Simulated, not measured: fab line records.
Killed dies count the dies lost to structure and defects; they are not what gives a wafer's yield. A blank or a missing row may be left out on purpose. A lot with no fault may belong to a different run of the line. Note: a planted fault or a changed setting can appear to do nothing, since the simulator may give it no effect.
Code-filled problem report in 8D (eight disciplines) form | flow n5_finfet | the parts of the form that need people (team, actions taken, sign-off) are left out
Where a reading is given only as a bound, like >300, the bound stands for it, and a mean or a difference that rests on one is marked > or <: the true number lies beyond.

## 1. PROBLEM STATEMENT
Mean of raw_defect_count at N5_DUMMY_GATE_INSPECT_17: 1200 across 6 wafers in 2 lots; on wafers with no fault it is 193 (standard deviation 48). That is +21 standard deviations from the usual mean.
The step: inspects for defects (brightfield).
Earliest sighting: wafer L368.1 on defect_inspect-01 at day 8 03:35. At this step, 24 wafers from 8 lots have a number in the record. Rule for "out", or "out of limits": more than 4 standard deviations from the usual mean. The rest of the wafers with a number are treated as sound.

## 2. WHAT IT IS, WHAT IT ISN'T
question                    | is                                   | is not
which readings at this step | raw_defect_count                     | -
which lots                  | L368, L369                           | L348, L349, L351, L352, L357, L370
which wafers of those lots  | all that have a number               | -
read on which gauges        | defect_inspect-01, defect_inspect-02 | -
when                        | from day 8 03:35                     | up to then (15 sound wafers); but 3 sound wafers of L370 came after

## 3. WHAT RULES OUT EACH SUSPECT
Counting: any tool at a process step up to the reading is kept as a suspect provided that every lot that is out went through it and no sound lot did after the first of them.
- ruled out: the gauge at N5_DUMMY_GATE_INSPECT_17. The wafers that are out were read on 2 gauges (defect_inspect-01, defect_inspect-02).
- pecvd-04 at N5_DUMMY_GATE_PECVD_30 (deposits SiO2 from TEOS/O2, target thk 55 nm, time 10.8 s): kept. It processed each lot that is out, first L368 at day 8 03:02, and no sound lot thereafter; up to then, the last sound lot it processed was L352 at day 4 01:52.
Left after counting: pecvd-04 at N5_DUMMY_GATE_PECVD_30.

## 4. THE CAUSE (what the simulator had put in)
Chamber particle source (pecvd-04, N5_DUMMY_GATE_PECVD_30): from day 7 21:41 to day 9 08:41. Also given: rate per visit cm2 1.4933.
Only this tool survived the counting.

## 5. THE EFFECT CHAIN, in route order
Each row: a reading where the mean over the struck wafers with a number is more than 3 standard deviations away from the usual. Scope: only readings with a usual standard deviation given in the record; hours: median across lots of the time from each lot's start at the first step in this table that gives one to its start at this step; sigmas: change in usual standard deviations.
hours | step                     | reading              | usual  | on struck wafers | change | sigmas
0     | N5_DUMMY_GATE_INSPECT_17 | raw_defect_count     | 193    | 1200             | +1007  | +21
1     | N5_DUMMY_GATE_INSPECT_27 | raw_defect_count     | 295    | 1323             | +1028  | +15
2     | N5_SPACER0_INSPECT_04    | raw_defect_count     | 131    | 1117             | +986   | +33
3     | N5_SD_EPI_N_INSPECT_11   | raw_defect_count     | 1.9    | >300             | >+298  | +99 or more
220   | N5_PASSIVATION_PROBE_49  | defect_limited_yield | 91.3 % | 81.3             | -10.0  | -6.7
220   | N5_PASSIVATION_PROBE_49  | killed_at_front_end  | 40     | 166              | +126   | +13
220   | N5_PASSIVATION_PROBE_49  | killed_dies          | 103    | 221              | +118   | +6.9
220   | N5_PASSIVATION_PROBE_49  | sort_bin_5_function  | 5.0 %  | 11.3             | +6.3   | +6.4
220   | N5_PASSIVATION_PROBE_49  | sort_n_pass          | 1077   | 959              | -118   | -7.0
220   | N5_PASSIVATION_PROBE_49  | sort_yield_pct       | 91.3 % | 81.2             | -10.0  | -6.7
Its process steps:
- N5_PASSIVATION_PROBE_49
Later steps that measure or inspect, where all struck wafers having a row at the step show a number for every such reading and not one has moved that far: N5_BEOL_M4_RC_MEAS_101.

## 6. HOW IT WOULD HAVE BEEN CAUGHT EARLIER
6 hours passed between the start of the fault at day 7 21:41 and the first reading out of limits at a measuring or inspecting step in this record, taken at day 8 03:35.
Of the lots that are out (2), L369 began N5_DUMMY_GATE_PECVD_30 on pecvd-04 after day 8 03:35. A tool hold placed at that time would have kept it from harm.
